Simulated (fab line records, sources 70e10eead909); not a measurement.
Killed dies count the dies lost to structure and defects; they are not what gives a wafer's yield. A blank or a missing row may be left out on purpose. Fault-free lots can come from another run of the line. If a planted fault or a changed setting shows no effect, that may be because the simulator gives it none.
fab line records	flow nand_harc
record lots=11	wafers=33	last_day=32
route steps=1302 shown P_BONDPAD@368 A_ZERO_WELL@401 A_SOURCE_PLATE@423 END@1302
lots that met no fault: from a run of the same line without faults
start_h: start of the lot's first displayed wafer, in hours after the record's first day	wait_h: how many hours have passed since the lot's step before this one	" same as the row above	L1.1+2: a row that stands for several wafers	- value missing, or start not given	* or withheld: withheld	< > ~ a bound
route shown NAME@n: NAME is a module with steps in the file, n the number in the route of the first one	usual: mean and standard deviation over wafers with no fault	same: alike in all rows	chamber/n: place in a boat	sites: the reading at each site	_std_site: how widely they spread, as a standard deviation	_edge_site: mean of outer sites minus mean of inner sites	radius_mm: for every site, how far away it sits from the centre of the wafer	mask NAME#n: copy n	behind: the most recent tool/chamber to have shaped the wafer	hold: cause of the lot's hold/its duration in hours/its outcome	device: names the non-switching transistor (n, p or np)	end of line: tests of these same wafers at the route's end	where a step has no rows: the recipe by itself	killed: dies that structure and defects cost at the first sort, which is not the same as the wafer's yield	map: a wafer's dies, marking killed ones x, the rest . and places with no die _
set.NAME: setting as actually run; set.NAME@STEP: the setting as run at that earlier step	model.NAME: the simulator's own value behind a step, which no gauge read
route steps across a sampled set of lots; one table per step, one row per wafer
services: a tool's chamber out of use, with start hour (start_h, from the record's first day; less than 0 if before it), hours out, and reason
## steps
# step NHARC_P_BONDPAD_ETCH_37
# recipe target_depth_a=600	overetch_a=180	time_s=65.91	ion_energy_ev=200	n2_flow_sccm=150	h2_flow_sccm=150	ar_flow_sccm=0	rf_w=400	bias_w=150	chemistry=N2/H2
# usual drypump_motor_current_A=5.8/0.35	oes_product_au=1.000/0.0089	rf_vpp_V=429.4/2.9	showerhead_plenum_p_Torr=2.00/0.096	throttle_valve_pct=14.171/0.0088
lot.wafer	tool	chamber	start_h	wait_h	drypump_motor_current_A	oes_product_au	rf_hours_counter_h	rf_vpp_V	showerhead_plenum_p_Torr	throttle_valve_pct
L788.4	rie_diel-05	0	144.93	0.1	5.8	0.985	3.2	431.4	2.15	14.167
L788.1	"	2	"	"	5.5	0.990	3.6	430.2	2.02	14.179
L788.6	"	3	"	"	5.4	1.002	-	427.7	1.91	14.169
L789.2	rie_diel-05	3	160.06	0.1	5.4	1.011	4.7	425.5	1.91	14.173
L789.4	"	2	"	"	5.4	1.000	4.2	430.4	2.02	14.176
L789.5	"	0	"	"	5.8	1.008	-	433.6	2.15	14.161
L790.1	rie_diel-10	1	161.16	0.1	6.2	0.984	5.3	429.4	2.01	14.163
L790.2	"	2	"	"	5.9	1.000	4.9	426.8	1.93	14.178
L790.5	"	0	"	"	5.9	1.004	-	432.2	2.13	14.184
L792.3	rie_diel-10	0	191.18	0.1	5.9	1.002	7.4	431.3	2.13	14.179
L792.4	"	1	"	"	6.2	0.994	7.0	431.6	2.00	14.174
L792.5	"	2	"	"	5.9	0.993	-	426.7	1.93	14.187
L793.3	rie_diel-10	0	204.99	0.1	5.9	1.008	8.4	433.0	2.13	14.181
L793.2	"	2	"	"	5.9	1.000	7.0	426.4	1.93	14.178
L793.5	"	0	"	"	5.9	1.007	-	432.5	2.13	14.176
L794.4	rie_diel-10	1	212.12	0.1	6.2	1.005	8.3	429.1	2.00	14.166
L794.2	"	3	"	"	5.6	0.993	7.7	426.4	1.91	14.174
L794.5	"	0	"	"	5.9	1.008	-	432.9	2.13	14.162
L795.2	rie_diel-10	1	218.88	0.1	6.2	0.998	9.0	429.1	2.00	14.180
L795.6	"	2	"	"	5.9	0.993	-	427.4	1.93	14.178
L795.5	"	3	"	"	5.7	0.997	-	427.6	1.91	14.171
L796.1	rie_diel-10	2	229.18	0.1	6.0	0.995	8.4	425.7	1.93	14.174
L796.4	"	0	"	"	5.9	1.005	9.4	432.2	2.13	14.175
L796.6	"	2	"	"	5.9	0.996	-	426.7	1.93	14.165
L798.3	rie_diel-05	2	238.82	0.1	5.5	0.985	0.0	431.0	2.02	14.184
L798.4	"	1	"	"	5.0	0.998	-	434.1	2.18	14.175
L798.5	"	2	"	"	5.4	0.986	-	430.0	2.02	14.166
L807.1	rie_diel-10	0	335.87	0.1	5.9	1.014	4.4	430.9	2.13	14.165
L807.5	"	3	"	"	5.7	1.012	-	426.7	1.90	14.154
L807.4	"	0	"	"	5.9	1.013	-	433.7	2.13	14.174
L808.1	rie_diel-01	0	352.75	0.1	5.9	1.009	3.9	426.5	1.93	14.159
L808.4	"	2	"	"	5.1	1.006	4.2	426.3	1.91	14.155
L808.5	"	0	"	"	5.9	1.007	-	426.6	1.93	14.167
# step NHARC_P_BONDPAD_CD_MEAS_13
# usual cd_nm=499.8/1.8
lot.wafer	tool	chamber	start_h	wait_h	cd_nm
L788.1	cd_sem-02	-	145.16	-	499.6
L788.4	"	-	"	"	500.4
L788.6	"	-	"	"	499.8
L789.2	cd_sem-02	-	160.29	-	498.5
L789.4	"	-	"	"	499.9
L789.5	"	-	"	"	499.8
L790.1	cd_sem-01	-	161.38	-	502.2
L790.2	"	-	"	"	501.5
L790.5	"	-	"	"	500.3
L792.3	cd_sem-01	-	191.40	-	496.6
L792.4	"	-	"	"	497.5
L792.5	"	-	"	"	497.9
L793.2	cd_sem-03	-	205.22	-	499.8
L793.3	"	-	"	"	503.5
L793.5	"	-	"	"	501.4
L794.2	cd_sem-03	-	212.35	-	499.3
L794.4	"	-	"	"	500.3
L794.5	"	-	"	"	498.0
L795.2	cd_sem-02	-	219.10	-	500.1
L795.5	"	-	"	"	499.1
L795.6	"	-	"	"	498.8
L796.1	cd_sem-01	-	229.40	-	495.9
L796.4	"	-	"	"	497.1
L796.6	"	-	"	"	498.5
L798.3	cd_sem-01	-	239.06	-	500.5
L798.4	"	-	"	"	496.8
L798.5	"	-	"	"	497.9
L807.1	cd_sem-01	-	336.11	-	497.7
L807.4	"	-	"	"	498.0
L807.5	"	-	"	"	496.5
L808.1	cd_sem-03	-	352.97	-	498.9
L808.4	"	-	"	"	500.2
L808.5	"	-	"	"	497.8
# step NHARC_A_ZERO_WELL_CD_MEAS_10
# recipe target_cd_nm=2000	landing_energy_ev=500
# usual cd_nm=2000.4/1.8
lot.wafer	tool	chamber	start_h	wait_h	cd_nm
L788.1	cd_sem-03	0	148.69	-	2001.4
L788.4	"	0	"	"	1999.2
L788.6	"	0	"	"	2003.0
L789.2	cd_sem-02	0	163.83	-	2000.2
L789.4	"	0	"	"	1998.6
L789.5	"	0	"	"	2001.4
L790.1	cd_sem-03	0	164.80	-	2001.7
L790.2	"	0	"	"	2002.8
L790.5	"	0	"	"	2002.4
L792.3	cd_sem-03	0	194.95	-	2000.9
L792.4	"	0	"	"	2002.4
L792.5	"	0	"	"	2002.6
L793.2	cd_sem-02	0	208.80	-	2002.1
L793.3	"	0	"	"	2005.0
L793.5	"	0	"	"	2002.2
L794.2	cd_sem-02	0	215.77	-	2002.9
L794.4	"	0	"	"	2003.7
L794.5	"	0	"	"	2000.6
L795.2	cd_sem-02	0	222.67	-	1999.7
L795.5	"	0	"	"	2000.4
L795.6	"	0	"	"	1999.0
L796.1	cd_sem-02	0	233.02	-	2000.5
L796.4	"	0	"	"	2001.8
L796.6	"	0	"	"	1997.6
L798.3	cd_sem-03	0	242.51	-	2001.8
L798.4	"	0	"	"	2000.6
L798.5	"	0	"	"	2000.9
L807.1	cd_sem-02	0	339.71	-	2001.4
L807.4	"	0	"	"	2001.8
L807.5	"	0	"	"	1998.5
L808.1	cd_sem-02	0	356.47	-	2001.4
L808.4	"	0	"	"	1999.5
L808.5	"	0	"	"	2002.5
# step NHARC_A_ZERO_WELL_ETCH_19
# recipe target_depth_a=800	overetch_a=240	time_s=87.88	ion_energy_ev=200	n2_flow_sccm=150	h2_flow_sccm=150	ar_flow_sccm=0	rf_w=400	bias_w=150	chemistry=N2/H2
# usual drypump_motor_current_A=5.8/0.37	oes_product_au=0.997/0.0096	rf_vpp_V=431.1/1.9	showerhead_plenum_p_Torr=2.06/0.067	throttle_valve_pct=14.170/0.0087
lot.wafer	tool	chamber	start_h	wait_h	drypump_motor_current_A	oes_product_au	rf_hours_counter_h	rf_vpp_V	showerhead_plenum_p_Torr	throttle_valve_pct
L788.1	rie_diel-02	0	148.94	0.1	6.4	0.991	3	430.2	2.12	14.169
L788.4	"	1	"	"	5.9	0.982	3	430.1	1.97	14.155
L788.6	"	3	"	"	5.3	0.989	-	431.9	2.05	14.167
L789.2	rie_diel-02	3	164.08	0.1	5.3	0.985	3	430.6	2.05	14.166
L789.4	"	0	"	"	6.4	0.995	3	432.4	2.12	14.163
L789.5	"	2	"	"	5.8	0.998	-	433.1	2.11	14.166
L790.2	rie_diel-02	3	165.05	0.1	5.4	1.007	3	430.5	2.05	14.165
L790.1	"	1	"	"	5.9	1.007	3	427.8	1.97	14.172
L790.5	"	3	"	"	5.3	0.984	-	432.5	2.05	14.172
L792.3	rie_diel-11	1	195.19	0.1	6.1	1.006	28	426.0	1.90	14.174
L792.4	"	3	"	"	5.9	1.001	48	430.1	2.00	14.173
L792.5	"	1	"	"	6.1	0.997	-	425.8	1.90	14.166
L793.3	rie_diel-02	2	209.04	0.1	5.8	0.995	4	432.3	2.11	14.188
L793.2	"	3	"	"	5.3	0.982	4	431.8	2.04	14.164
L793.5	"	3	"	"	5.3	0.976	-	429.4	2.04	14.172
L794.2	rie_diel-02	1	216.01	0.1	5.8	1.006	5	428.6	1.97	14.166
L794.4	"	0	"	"	6.4	0.997	5	432.6	2.11	14.171
L794.5	"	1	"	"	5.8	0.994	-	430.0	1.97	14.174
L795.2	rie_diel-04	3	222.94	0.1	5.3	1.008	5	432.8	2.10	14.167
L795.6	"	0	"	"	5.5	1.007	-	434.5	2.14	14.182
L795.5	"	1	"	"	5.4	1.017	-	430.5	2.05	14.181
L796.1	rie_diel-02	1	233.27	0.1	5.9	1.002	0	427.2	1.97	14.167
L796.4	"	3	"	"	5.4	1.001	0	431.6	2.04	14.168
L796.6	"	0	"	"	6.4	1.016	-	432.2	2.11	14.152
L798.3	rie_diel-02	0	242.76	0.1	6.4	1.017	0	431.2	2.11	14.177
L798.4	"	1	"	"	5.9	1.002	0	428.7	1.97	14.163
L798.5	"	3	"	"	5.3	0.995	-	430.7	2.04	14.175
L807.4	rie_diel-02	1	339.97	0.1	5.8	0.985	4	427.9	1.97	14.178
L807.1	"	2	"	"	5.8	0.992	4	431.3	2.11	14.165
L807.5	"	3	"	"	5.3	1.003	-	431.1	2.04	14.170
L808.4	rie_diel-02	1	356.72	0.1	5.8	0.993	4	429.1	1.97	14.156
L808.1	"	2	"	"	5.8	0.997	4	432.4	2.11	14.167
L808.5	"	0	"	"	6.4	0.999	-	432.3	2.11	14.163
# step NHARC_A_ZERO_WELL_INSPECT_17
# usual raw_defect_count=11/6.6
lot.wafer	tool	chamber	start_h	wait_h	raw_defect_count
L788.1	defect_inspect-01	-	150.15	0.2	12
L788.4	"	-	"	"	34
L788.6	"	-	"	"	26
L789.2	defect_inspect-02	-	165.29	0.1	13
L789.4	"	-	"	"	9
L789.5	"	-	"	"	7
L790.1	defect_inspect-02	-	166.26	0.2	13
L790.2	"	-	"	"	7
L790.5	"	-	"	"	6
L792.3	defect_inspect-01	-	196.45	0.1	16
L792.4	"	-	"	"	18
L792.5	"	-	"	"	28
L793.2	defect_inspect-01	-	210.26	0.1	11
L793.3	"	-	"	"	19
L793.5	"	-	"	"	6
L794.2	defect_inspect-02	-	217.22	0.1	12
L794.4	"	-	"	"	9
L794.5	"	-	"	"	2
L795.2	defect_inspect-01	-	224.13	0.1	2
L795.5	"	-	"	"	17
L795.6	"	-	"	"	9
L796.1	defect_inspect-01	-	234.51	0.2	14
L796.4	"	-	"	"	16
L796.6	"	-	"	"	11
L798.3	defect_inspect-01	-	243.96	0.1	20
L798.4	"	-	"	"	9
L798.5	"	-	"	"	11
L807.1	defect_inspect-02	-	341.19	0.2	7
L807.4	"	-	"	"	561
L807.5	"	-	"	"	5
L808.1	defect_inspect-02	-	357.94	0.2	13
L808.4	"	-	"	"	583
L808.5	"	-	"	"	27
# step NHARC_A_SOURCE_PLATE_INSPECT_08
# usual raw_defect_count=62/25
lot.wafer	tool	chamber	start_h	wait_h	raw_defect_count
L788.1	defect_inspect-01	-	170.51	0.0	50
L788.4	"	-	"	"	70
L788.6	"	-	"	"	64
L790.1	defect_inspect-01	-	185.12	0.0	40
L790.2	"	-	"	"	33
L790.5	"	-	"	"	34
L789.2	defect_inspect-02	-	185.12	0.0	42
L789.4	"	-	"	"	53
L789.5	"	-	"	"	69
L792.3	defect_inspect-01	-	224.24	0.0	58
L792.4	"	-	"	"	64
L792.5	"	-	"	"	32
L793.2	defect_inspect-02	-	236.28	0.0	58
L793.3	"	-	"	"	41
L793.5	"	-	"	"	48
L794.2	defect_inspect-01	-	236.28	0.0	57
L794.4	"	-	"	"	87
L794.5	"	-	"	"	32
L795.2	defect_inspect-01	-	246.74	0.0	155
L795.5	"	-	"	"	82
L795.6	"	-	"	"	162
L796.1	defect_inspect-02	-	254.39	0.0	59
L796.4	"	-	"	"	69
L796.6	"	-	"	"	71
L798.3	defect_inspect-02	-	263.05	0.0	51
L798.4	"	-	"	"	32
L798.5	"	-	"	"	25
L807.1	defect_inspect-02	-	361.05	0.0	167
L807.4	"	-	"	"	617
L807.5	"	-	"	"	67
L808.1	defect_inspect-02	-	377.48	0.0	66
L808.4	"	-	"	"	623
L808.5	"	-	"	"	34
# step NHARC_END_SORT_01
# recipe temp_c=25
# usual killed_at_array=58/17	killed_at_other=1.0/1.4	killed_at_periphery=3.6/2.4	killed_dies=62/17	killed_open=3.4/2	killed_short=2.2/1.6
# same gross_dies=677
lot.wafer	tool	chamber	start_h	wait_h	killed_at_array	killed_at_other	killed_at_periphery	killed_dies	killed_open	killed_short
L807.1	prober-02	0	755.52	2.5	67	2	10	79	4	4
L807.4	prober-02	0	757.93	3.4	125	1	2	128	1	3
L807.5	prober-02	0	758.73	3.7	57	0	0	57	3	2
L808.1	prober-01	0	775.78	2.5	38	3	3	44	3	1
L808.4	prober-01	0	778.16	3.4	99	5	4	108	6	1
L808.5	prober-01	0	778.95	3.7	43	4	1	48	2	0
# killed by level:class
L807.1 A_CHANNEL_HOLE_D2:chamber_film_flake=34 A_CHANNEL_HOLE_D1:chamber_film_flake=13 A_SLIT:chamber_film_flake=7 P_M2:chamber_film_flake=5 A_WL_FILL:chamber_film_flake=3 A_BONDPAD:chamber_film_flake=3 A_CONTACT:chamber_film_flake=2 THIN_TSV:chamber_film_flake=2
L807.4 A_ZERO_WELL:unspecified=58 A_CHANNEL_HOLE_D2:chamber_film_flake=34 A_CHANNEL_HOLE_D1:chamber_film_flake=17 A_CONTACT:chamber_film_flake=4 A_STAIRCASE:chamber_film_flake=3 A_SLIT:chamber_film_flake=3 P_M2:chamber_film_flake=2 A_SOURCE_PLATE:geometric_particle:short=1
L807.5 A_CHANNEL_HOLE_D2:chamber_film_flake=26 A_CHANNEL_HOLE_D1:chamber_film_flake=9 A_SLIT:chamber_film_flake=5 A_BONDPAD:chamber_film_flake=4 A_CHANNEL_FILL_D1:chamber_film_flake=2 A_STAIRCASE:chamber_film_flake=2 A_SOURCE_PLATE:geometric_particle:open=1 A_ONON_D1:geometric_particle:open=1
L808.1 A_CHANNEL_HOLE_D1:chamber_film_flake=16 A_SLIT:chamber_film_flake=7 A_CHANNEL_FILL_D1:chamber_film_flake=5 A_CONTACT:chamber_film_flake=5 A_M0:chamber_film_flake=3 THIN_TSV:chamber_film_flake=3 P_STI:geometric_particle:open=1 P_GATE:geometric_particle:open=1
L808.4 A_ZERO_WELL:unspecified=63 A_CHANNEL_HOLE_D1:chamber_film_flake=17 A_CONTACT:chamber_film_flake=10 THIN_TSV:chamber_film_flake=5 A_CHANNEL_FILL_D1:chamber_film_flake=3 P_GATE:geometric_particle:open=1 P_CONTACT:geometric_particle:open=1 P_M0:geometric_particle:open=1
L808.5 A_CHANNEL_HOLE_D1:chamber_film_flake=18 A_SLIT:chamber_film_flake=9 A_CONTACT:chamber_film_flake=7 THIN_TSV:chamber_film_flake=4 A_STAIRCASE:chamber_film_flake=3 A_M0:chamber_film_flake=2 P_CONTACT:geometric_particle:open=1 A_SOURCE_PLATE:geometric_particle:open=1
## services
tool	chamber	start_h	hours	kind
rie_diel-10	3	121.79	3.3	repair
rie_diel-04	0	127.24	2.9	repair
rie_diel-02	1	137.89	5.4	repair
rie_diel-11	3	168.35	7.3	repair
rie_diel-10	0	174.25	1.4	repair
rie_diel-04	-	177.90	9.0	pm
rie_diel-10	2	184.67	1.4	repair
rie_diel-04	3	188.65	5.1	repair
rie_diel-01	-	203.80	9.0	pm
rie_diel-05	-	215.27	0.9	repair
rie_diel-02	-	216.70	9.0	pm
rie_diel-01	3	227.63	3.0	repair
rie_diel-05	-	229.60	9.0	pm
rie_diel-10	-	242.50	9.0	pm
rie_diel-11	-	255.99	9.0	pm
rie_diel-11	3	268.47	113.1	repair
rie_diel-04	2	279.86	10.0	repair
rie_diel-01	1	288.24	5.6	repair
rie_diel-05	1	294.45	1.3	repair
rie_diel-02	2	317.76	6.8	repair
rie_diel-02	1	320.40	1.3	repair
rie_diel-05	-	324.68	1.1	repair
rie_diel-10	1	329.78	10.5	repair
rie_diel-10	1	354.49	4.6	repair
## key
first_sign step=NHARC_A_ZERO_WELL_INSPECT_17	reading=raw_defect_count	direction=up	sigmas=85	usual=11	struck=572
effect step=NHARC_A_SOURCE_PLATE_INSPECT_08	reading=raw_defect_count	direction=up	sigmas=22	usual=62	struck=620
effect step=NHARC_END_SORT_01	reading=killed_dies	direction=up	sigmas=3.3	usual=62	struck=118
more_kills_born_at NHARC_A_ZERO_WELL_ETCH_19@rie_diel-02=121
met_at NHARC_A_ZERO_WELL_ETCH_19
struck_lots L807,L808
struck_wafers L807.4,L808.4
tester_left_out L807,L808
not_acting_at NHARC_P_BONDPAD_ETCH_37,NHARC_P_BONDPAD_CD_MEAS_13,NHARC_A_ZERO_WELL_CD_MEAS_10
onset_between 242.76 339.97
fault kind=chamber_particle_source	tool=rie_diel-02	chamber=1	onset_h=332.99	steps=NHARC_A_ZERO_WELL_ETCH_19	rate_per_visit_cm2=0.90479	end_h=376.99
# tester_left_out: of these lots the tester's yield and bins aren't shown, on N5 and GAA mostly nor the transistor test; their killed dies are dies lost to structure and defects alone, not to doping, threshold or leakage, so they don't give the yield
